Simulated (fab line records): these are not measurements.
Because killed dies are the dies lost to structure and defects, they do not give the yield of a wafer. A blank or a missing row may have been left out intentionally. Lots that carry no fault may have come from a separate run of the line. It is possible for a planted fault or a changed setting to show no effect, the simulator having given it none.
fab line records -- flow nand-harc
[record] lots = 11, wafers = 33, last-day = 33
route steps=1302 shown A_DECK1_JOINT@542 A_CHANNEL_HOLE_D2@580 A_CHANNEL_FILL_D2@612
lots with no fault: from the same line, run without faults
start-h: hours from the record's first day to the start of the lot's first wafer shown -- wait-h: hours from the lot's prior step to this one -- " identical to the entry in the row above -- L1.1+2: one row covering several wafers at once -- - no value present, or no start provided -- * or withheld: withheld -- < > ~ a bound
route shown NAME@n: names a module that has steps shown in the file, with the first one's number in the route -- usual: average and standard deviation across the fault-free wafers -- same: alike in all rows -- chamber/n: place in a boat -- sites: the reading at each site -- _std_site: their standard deviation -- _edge_site: outer sites' mean less inner sites' -- radius-mm: how far each site lies from the wafer's centre -- mask NAME#n: copy n -- behind: the most recent tool/chamber to have shaped the wafer -- hold: why the lot was held/for how many hours/how that ended -- device: the n, p or np transistor that did not switch -- end of line: at the end of the route, the tests of the same wafers -- for a step that has no rows: nothing shown but its recipe -- killed: not the wafer's yield, but the dies lost to structure and defects at the first sort -- map: a wafer's dies, marking killed ones x, the rest . and places with no die _
set.NAME: setting as actually run; set.NAME@STEP: the setting as run at that earlier step -- model.NAME: the simulator's own value behind a step, which no gauge read
route steps across a sampled set of lots; one table per step, one row per wafer
services: the hour from which a tool's chamber was out of use, counted from the record's first day as start-h (under 0 if before that day), plus the number of hours and why
[[steps]]
[step NHARC_A_DECK1_JOINT_DEP_16]
[recipe] target-thk-a = 450, temp-c = 400, pressure-torr = 6.5, rf-w = 900, teos-flow-sccm = 161.4, flow-sccm = 2650, target-thk-nm = 45, gas = O2, material = SiO2
[usual] heater-power-w = 497/84, throttle-valve-pct = 16.1/0.85
lot.wafer,tool,chamber,start-h,wait-h,heater-power-w,throttle-valve-pct
L940.1,pecvd-03,0,261.20,0.1,476,16.2
L940.3,pecvd-03,1,261.20,0.1,681,15.8
L940.5,pecvd-03,2,261.20,0.1,436,15.2
L941.2,pecvd-03,1,280.58,0.1,715,15.7
L941.5,pecvd-03,2,280.58,0.1,481,15.4
L941.4,pecvd-03,0,280.58,0.1,459,16.2
L942.5,pecvd-04,0,286.18,0.2,561,17.2
L942.6,pecvd-04,1,286.18,0.2,427,17.3
L942.4,pecvd-04,2,286.18,0.2,455,15.1
L944.1,pecvd-04,2,314.00,0.1,430,15.2
L944.3,pecvd-04,1,314.00,0.1,528,17.5
L944.6,pecvd-04,2,314.00,0.1,423,15.0
L947.1,pecvd-03,1,339.17,0.1,678,16.1
L947.6,pecvd-03,1,339.17,0.1,669,15.9
L947.4,pecvd-03,2,339.17,0.1,484,15.5
L948.2,pecvd-02,2,357.19,0.1,521,15.3
L948.1,pecvd-02,1,357.19,0.1,438,15.7
L948.5,pecvd-02,2,357.19,0.1,526,15.3
L949.1,pecvd-03,0,362.15,0.1,399,16.5
L949.4,pecvd-03,0,362.15,0.1,397,16.4
L949.5,pecvd-03,1,362.15,0.1,707,16.3
L956.3,pecvd-02,2,432.39,0.1,450,15.0
L956.2,pecvd-02,0,432.39,0.1,464,15.5
L956.5,pecvd-02,2,432.39,0.1,448,15.3
L957.4,pecvd-02,1,440.41,0.2,429,16.0
L957.5,pecvd-02,2,440.41,0.2,481,15.2
L957.6,pecvd-02,0,440.41,0.2,474,15.7
L963.2,pecvd-04,0,506.55,0.1,525,16.9
L963.1,pecvd-04,1,506.55,0.1,412,17.5
L963.4,pecvd-04,1,506.55,0.1,409,17.6
L962.2,pecvd-03,0,506.56,0.1,418,16.5
L962.5,pecvd-03,2,506.56,0.1,439,15.4
L962.6,pecvd-03,0,506.56,0.1,432,16.4
[step NHARC_A_CHANNEL_HOLE_D2_PEB_08]
[recipe] peb-temp-c = 100, peb-time-s = 65
[usual] heater-power-total-W = 156.7/0.41
lot.wafer,tool,chamber,start-h,wait-h,heater-power-total-W
L940.1,litho-track-04,0,279.60,0.1,156.0
L940.3,litho-track-04,0,279.60,0.1,156.4
L940.5,litho-track-04,0,279.60,0.1,156.4
L941.2,litho-track-04,0,296.67,0.1,157.1
L941.4,litho-track-04,0,296.67,0.1,157.2
L941.5,litho-track-04,0,296.67,0.1,157.2
L942.4,litho-track-04,0,302.76,0.0,156.3
L942.5,litho-track-04,0,302.76,0.0,156.4
L942.6,litho-track-04,0,302.76,0.0,156.0
L944.1,litho-track-04,0,329.89,0.1,157.1
L944.3,litho-track-04,0,329.89,0.1,156.1
L944.6,litho-track-04,0,329.89,0.1,156.0
L947.1,litho-track-01,0,358.36,0.1,156.7
L947.4,litho-track-01,0,358.36,0.1,155.9
L947.6,litho-track-01,0,358.36,0.1,156.6
L949.1,litho-track-06,0,390.72,0.1,156.5
L949.4,litho-track-06,0,390.72,0.1,156.3
L949.5,litho-track-06,0,390.72,0.1,156.0
L948.1,litho-track-04,0,390.88,0.1,156.7
L948.2,litho-track-04,0,390.88,0.1,156.3
L948.5,litho-track-04,0,390.88,0.1,156.1
L956.2,litho-track-04,0,450.58,0.1,172.4
L956.3,litho-track-04,0,450.58,0.1,171.7
L956.5,litho-track-04,0,450.58,0.1,171.8
L957.4,litho-track-04,0,456.33,0.0,171.9
L957.5,litho-track-04,0,456.33,0.0,172.3
L957.6,litho-track-04,0,456.33,0.0,172.7
L963.1,litho-track-01,0,522.88,0.1,156.6
L963.2,litho-track-01,0,522.88,0.1,155.9
L963.4,litho-track-01,0,522.88,0.1,156.1
L962.2,litho-track-06,0,523.29,0.1,157.1
L962.5,litho-track-06,0,523.29,0.1,156.0
L962.6,litho-track-06,0,523.29,0.1,157.1
[step NHARC_A_CHANNEL_HOLE_D2_CD_MEAS_10]
[recipe] target-cd-nm = 100, landing-energy-ev = 500
[usual] cd-nm = 100.0/0.51
lot.wafer,tool,chamber,start-h,wait-h,cd-nm
L940.1,cd-sem-03,0,279.68,-,99.9
L940.3,cd-sem-03,0,279.68,-,100.3
L940.5,cd-sem-03,0,279.68,-,99.0
L941.2,cd-sem-03,0,296.75,-,99.2
L941.4,cd-sem-03,0,296.75,-,99.9
L941.5,cd-sem-03,0,296.75,-,98.8
L942.4,cd-sem-01,0,302.84,-,100.8
L942.5,cd-sem-01,0,302.84,-,100.2
L942.6,cd-sem-01,0,302.84,-,100.1
L944.1,cd-sem-01,0,329.97,-,99.8
L944.3,cd-sem-01,0,329.97,-,100.5
L944.6,cd-sem-01,0,329.97,-,100.3
L947.1,cd-sem-01,0,358.44,-,99.0
L947.4,cd-sem-01,0,358.44,-,99.3
L947.6,cd-sem-01,0,358.44,-,99.5
L949.1,cd-sem-03,0,390.80,-,101.2
L949.4,cd-sem-03,0,390.80,-,100.8
L949.5,cd-sem-03,0,390.80,-,100.5
L948.1,cd-sem-03,0,390.96,-,99.5
L948.2,cd-sem-03,0,390.96,-,99.4
L948.5,cd-sem-03,0,390.96,-,99.0
L956.2,cd-sem-03,0,450.66,-,95.0
L956.3,cd-sem-03,0,450.66,-,94.9
L956.5,cd-sem-03,0,450.66,-,94.9
L957.4,cd-sem-02,0,456.41,-,95.7
L957.5,cd-sem-02,0,456.41,-,95.7
L957.6,cd-sem-02,0,456.41,-,95.8
L963.1,cd-sem-02,0,522.96,-,99.5
L963.2,cd-sem-02,0,522.96,-,99.4
L963.4,cd-sem-02,0,522.96,-,99.9
L962.2,cd-sem-03,0,523.37,-,99.7
L962.5,cd-sem-03,0,523.37,-,100.5
L962.6,cd-sem-03,0,523.37,-,100.7
[step NHARC_A_CHANNEL_HOLE_D2_ETCH_27]
[recipe] bias-v = 400, source-w = 2000, pressure-mtorr = 25, time-s = 90, ar-flow-sccm = 375, c4f8-flow-sccm = 41.7, o2-flow-sccm = 83.3, temp-c = -20, target-depth-a = 4000, chemistry = C4F8/O2/Ar
[usual] drypump-motor-current-A = 6.0/0.64, showerhead-plenum-p-Torr = 3.71/0.14, throttle-valve-pct = 27.619/0.0096
lot.wafer,tool,chamber,start-h,wait-h,drypump-motor-current-A,rf-hours-counter-h,showerhead-plenum-p-Torr,throttle-valve-pct
L940.1,har-etch-02,0,287.30,0.2,6.4,363,3.69,27.617
L940.3,har-etch-02,1,287.30,0.2,6.4,-,3.47,27.623
L940.5,har-etch-02,0,287.30,0.2,6.4,-,3.69,27.634
L941.2,har-etch-01,1,302.13,0.2,4.9,148,3.71,27.606
L941.4,har-etch-01,1,302.13,0.2,4.8,-,3.71,27.605
L941.5,har-etch-01,1,302.13,0.2,4.8,-,3.71,27.616
L942.4,har-etch-02,1,308.23,0.2,6.4,-,3.46,27.619
L942.6,har-etch-02,1,308.23,0.2,6.4,-,3.46,27.602
L942.5,har-etch-02,0,308.23,0.2,6.4,-,3.68,27.600
L944.1,har-etch-01,0,336.93,0.2,6.3,171,3.73,27.614
L944.3,har-etch-01,0,336.93,0.2,6.3,-,3.73,27.609
L944.6,har-etch-01,0,336.93,0.2,6.3,-,3.73,27.624
L947.1,har-etch-02,1,363.78,0.2,6.4,405,3.45,27.607
L947.4,har-etch-02,1,363.78,0.2,6.4,-,3.45,27.626
L947.6,har-etch-02,0,363.78,0.2,6.4,-,3.67,27.614
L949.1,har-etch-01,1,397.12,0.2,4.9,198,3.68,27.631
L949.4,har-etch-01,0,397.12,0.2,6.3,-,3.71,27.623
L949.5,har-etch-01,1,397.12,0.2,4.8,-,3.68,27.612
L948.1,har-etch-02,0,397.98,0.2,6.4,4,3.66,27.616
L948.2,har-etch-02,1,397.98,0.2,6.4,4,3.98,27.613
L948.5,har-etch-02,1,397.98,0.2,6.4,-,3.98,27.615
L956.2,har-etch-01,1,458.21,0.2,4.8,236,3.66,27.602
L956.3,har-etch-01,1,458.21,0.2,4.8,-,3.66,27.626
L956.5,har-etch-01,1,458.21,0.2,4.8,-,3.66,27.616
L957.4,har-etch-01,0,470.40,0.2,6.3,-,3.69,27.631
L957.5,har-etch-01,0,470.40,0.2,6.3,-,3.69,27.628
L957.6,har-etch-01,1,470.40,0.2,4.8,-,3.65,27.620
L963.1,har-etch-01,0,528.28,0.2,6.3,278,3.67,27.616
L963.2,har-etch-01,1,528.28,0.2,4.8,278,3.64,27.632
L963.4,har-etch-01,1,528.28,0.2,4.9,-,3.64,27.613
L962.2,har-etch-02,1,528.69,0.2,6.4,84,3.93,27.612
L962.6,har-etch-02,1,528.69,0.2,6.4,-,3.93,27.604
L962.5,har-etch-02,0,528.69,0.2,6.4,-,3.62,27.627
[step NHARC_A_CHANNEL_HOLE_D2_CD_MEAS_31]
[usual] cd-nm = 89.7/1.3
lot.wafer,tool,chamber,start-h,wait-h,cd-nm
L940.1,cd-sem-01,-,288.84,-,90.0
L940.3,cd-sem-01,-,288.84,-,88.4
L940.5,cd-sem-01,-,288.84,-,87.3
L941.2,cd-sem-02,-,303.83,-,87.6
L941.4,cd-sem-02,-,303.83,-,87.1
L941.5,cd-sem-02,-,303.83,-,87.1
L942.4,cd-sem-02,-,309.71,-,92.5
L942.5,cd-sem-02,-,309.71,-,93.0
L942.6,cd-sem-02,-,309.71,-,89.6
L944.1,cd-sem-02,-,338.48,-,91.1
L944.3,cd-sem-02,-,338.48,-,89.7
L944.6,cd-sem-02,-,338.48,-,91.0
L947.1,cd-sem-01,-,365.32,-,88.6
L947.4,cd-sem-01,-,365.32,-,89.2
L947.6,cd-sem-01,-,365.32,-,88.0
L949.1,cd-sem-02,-,398.63,-,88.6
L949.4,cd-sem-02,-,398.63,-,90.2
L949.5,cd-sem-02,-,398.63,-,91.0
L948.1,cd-sem-01,-,399.52,-,87.8
L948.2,cd-sem-01,-,399.52,-,91.4
L948.5,cd-sem-01,-,399.52,-,90.9
L956.2,cd-sem-01,-,459.75,-,85.1
L956.3,cd-sem-01,-,459.75,-,84.2
L956.5,cd-sem-01,-,459.75,-,85.0
L957.4,cd-sem-01,-,471.89,-,84.1
L957.5,cd-sem-01,-,471.89,-,84.3
L957.6,cd-sem-01,-,471.89,-,84.4
L963.1,cd-sem-02,-,529.87,-,89.0
L963.2,cd-sem-02,-,529.87,-,87.1
L963.4,cd-sem-02,-,529.87,-,91.2
L962.2,cd-sem-03,-,530.25,-,90.7
L962.5,cd-sem-03,-,530.25,-,87.9
L962.6,cd-sem-03,-,530.25,-,91.3
[step NHARC_A_CHANNEL_HOLE_D2_XSEM_32]
[recipe] landing-energy-ev = 35000
[usual] bot-cd-nm = 74.3/1.4, bow-nm = 8.59/0.3, tilt-deg = 0.06/0.039
lot.wafer,tool,chamber,start-h,wait-h,bot-cd-nm,bow-nm,tilt-deg
L940.1,xsem-02,0,288.94,0.1,73.6,8.47,0.03
L940.3,xsem-02,0,288.94,0.1,73.1,8.38,0.03
L940.5,xsem-02,0,288.94,0.1,71.6,8.45,0.03
L941.2,xsem-02,0,303.93,0.1,72.1,8.86,0.03
L941.4,xsem-02,0,303.93,0.1,72.6,8.95,0.04
L941.5,xsem-02,0,303.93,0.1,71.7,8.90,0.04
L942.4,xsem-01,0,309.80,0.1,77.1,9.12,0.04
L942.5,xsem-01,0,309.80,0.1,77.4,9.08,0.04
L942.6,xsem-01,0,309.80,0.1,75.0,9.11,0.04
L944.1,xsem-02,0,338.57,0.1,75.2,8.38,0.04
L944.3,xsem-02,0,338.57,0.1,73.9,8.46,0.04
L944.6,xsem-02,0,338.57,0.1,75.8,8.45,0.04
L947.1,xsem-01,0,365.41,0.1,73.2,8.26,0.09
L947.4,xsem-01,0,365.41,0.1,74.2,8.22,0.09
L947.6,xsem-01,0,365.41,0.1,73.1,8.27,0.09
L949.1,xsem-02,0,398.72,0.1,72.2,8.99,0.08
L949.4,xsem-02,0,398.72,0.1,74.2,9.01,0.08
L949.5,xsem-02,0,398.72,0.1,74.5,8.99,0.09
L948.1,xsem-01,0,399.61,0.1,72.8,8.78,0.09
L948.2,xsem-01,0,399.61,0.1,75.2,8.71,0.09
L948.5,xsem-01,0,399.61,0.1,74.7,8.70,0.09
L956.2,xsem-01,0,459.84,0.1,69.5,8.42,0.09
L956.3,xsem-01,0,459.84,0.1,68.8,8.44,0.09
L956.5,xsem-01,0,459.84,0.1,69.1,8.36,0.09
L957.4,xsem-01,0,471.98,0.1,68.2,8.62,0.07
L957.5,xsem-01,0,471.98,0.1,68.6,8.61,0.07
L957.6,xsem-01,0,471.98,0.1,68.5,8.63,0.07
L963.1,xsem-02,0,529.96,0.1,73.4,8.97,-0.02
L963.2,xsem-02,0,529.96,0.1,72.0,8.86,-0.02
L963.4,xsem-02,0,529.96,0.1,75.9,8.93,-0.02
L962.2,xsem-01,0,530.33,0.1,75.6,8.45,0.04
L962.5,xsem-01,0,530.33,0.1,73.1,8.41,0.05
L962.6,xsem-01,0,530.33,0.1,75.7,8.45,0.05
[step NHARC_A_CHANNEL_FILL_D2_ALD_02]
[recipe] target-thk-a = 60, pulse-time-s = 10, ald-cycles = 60, temp-c = 300, material = SiO2
[usual] heater-power-w = 449/31, precursor-pulse-height-rel = 0.997/0.02
lot.wafer,tool,chamber,start-h,wait-h,heater-power-w,precursor-pulse-height-rel
L940.3,ald-hk-04,1,289.30,-,471,1.026
L940.1,ald-hk-04,3,289.30,-,471,0.999
L940.5,ald-hk-04,0,289.30,-,474,1.018
L941.2,ald-hk-03,2,304.29,-,452,1.007
L941.4,ald-hk-03,3,304.29,-,451,1.043
L941.5,ald-hk-03,2,304.29,-,476,1.015
L942.4,ald-hk-02,2,310.08,-,395,0.992
L942.5,ald-hk-02,2,310.08,-,395,1.026
L942.6,ald-hk-02,3,310.08,-,460,0.964
L944.3,ald-hk-02,1,338.86,-,414,0.997
L944.1,ald-hk-02,3,338.86,-,456,1.014
L944.6,ald-hk-02,1,338.86,-,415,0.995
L947.4,ald-hk-02,3,365.77,-,461,0.967
L947.1,ald-hk-02,0,365.77,-,441,1.006
L947.6,ald-hk-02,2,365.77,-,393,0.972
L949.4,ald-hk-04,1,399.02,-,456,0.966
L949.1,ald-hk-04,0,399.02,-,479,1.003
L949.5,ald-hk-04,2,399.02,-,397,0.972
L948.1,ald-hk-02,3,400.04,-,466,1.016
L948.2,ald-hk-02,0,400.04,-,459,1.011
L948.5,ald-hk-02,1,400.04,-,427,0.995
L956.3,ald-hk-03,2,460.13,-,437,0.979
L956.2,ald-hk-03,1,460.13,-,429,0.982
L956.5,ald-hk-03,3,460.13,-,463,1.045
L957.4,ald-hk-03,3,472.40,-,459,1.034
L957.5,ald-hk-03,1,472.40,-,432,0.984
L957.6,ald-hk-03,2,472.40,-,427,0.989
L963.4,ald-hk-04,3,530.37,0.2,454,0.989
L963.2,ald-hk-04,0,530.37,0.2,480,1.024
L963.1,ald-hk-04,1,530.37,0.2,478,0.999
L962.2,ald-hk-03,3,530.83,-,449,0.971
L962.5,ald-hk-03,0,530.83,-,498,0.997
L962.6,ald-hk-03,1,530.83,-,430,0.982
[[services]]
tool,chamber,start-h,hours,kind
ald-hk-04,-,254.00,10.0,pm
pecvd-04,-,269.12,13.0,pm
pecvd-02,-,288.49,1.5,repair
ald-hk-03,-,313.26,0.4,repair
litho-track-01,-,330.00,7.0,pm
ald-hk-02,-,332.87,1.4,repair
pecvd-02,-,333.72,3.4,repair
pecvd-04,-,348.03,1.6,repair
pecvd-04,2,365.11,5.7,repair
pecvd-03,-,366.33,13.0,pm
pecvd-04,-,371.36,0.7,repair
xsem-01,-,374.00,14.0,pm
har-etch-02,-,377.00,17.0,pm
litho-track-04,-,378.00,7.0,pm
ald-hk-03,-,392.71,10.0,pm
pecvd-03,0,398.87,3.1,repair
pecvd-02,-,408.23,13.0,pm
ald-hk-04,-,432.00,10.0,pm
pecvd-02,0,433.99,2.5,repair
pecvd-04,-,450.12,13.0,pm
ald-hk-03,-,450.92,0.8,repair
pecvd-03,1,499.86,20.1,repair
ald-hk-02,-,526.04,10.0,pm
pecvd-03,2,526.41,4.8,repair
[[key]]
[first-sign] step = NHARC_A_CHANNEL_HOLE_D2_PEB_08, reading = heater-power-total-W, direction = up, sigmas = 38, usual = *, struck = *
[effect] step = NHARC_A_CHANNEL_HOLE_D2_CD_MEAS_10, reading = cd-nm, direction = down, sigmas = 9.1, usual = 100.0, struck = 95.3, through = control-loop
[effect] step = NHARC_A_CHANNEL_HOLE_D2_CD_MEAS_31, reading = cd-nm, direction = down, sigmas = 4, usual = 89.7, struck = 84.5, through = control-loop
[effect] step = NHARC_A_CHANNEL_HOLE_D2_XSEM_32, reading = bot-cd-nm, direction = down, sigmas = 4, usual = 74.3, struck = 68.8, through = control-loop
met-at NHARC_A_CHANNEL_HOLE_D2_PEB_08
struck-lots L956,L957
tester-left-out L956,L957
[loop-trim] step = NHARC_A_CHANNEL_HOLE_D2_EXPOSE_07, setting = dose, lots = L957
not-acting-at NHARC_A_DECK1_JOINT_DEP_16,NHARC_A_CHANNEL_HOLE_D2_ETCH_27,NHARC_A_CHANNEL_FILL_D2_ALD_02
onset-between 390.88 450.58
[fault] kind = process-parameter-drift, tool = litho-track-04, chamber = -, onset-h = 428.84, steps = NHARC_A_CHANNEL_HOLE_D2_PEB_08, channel = peb-time-s, offset = *, shape = step, end-h = 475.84, acts-in = *, stated = *
// tester-left-out: of these lots the tester's yield and bins aren't shown, on N5 and GAA mostly nor the transistor test; their killed dies are dies lost to structure and defects alone, not to doping, threshold or leakage, so they don't give the yield
// loop-trim: a control loop set the setting to another value than it would have without faults
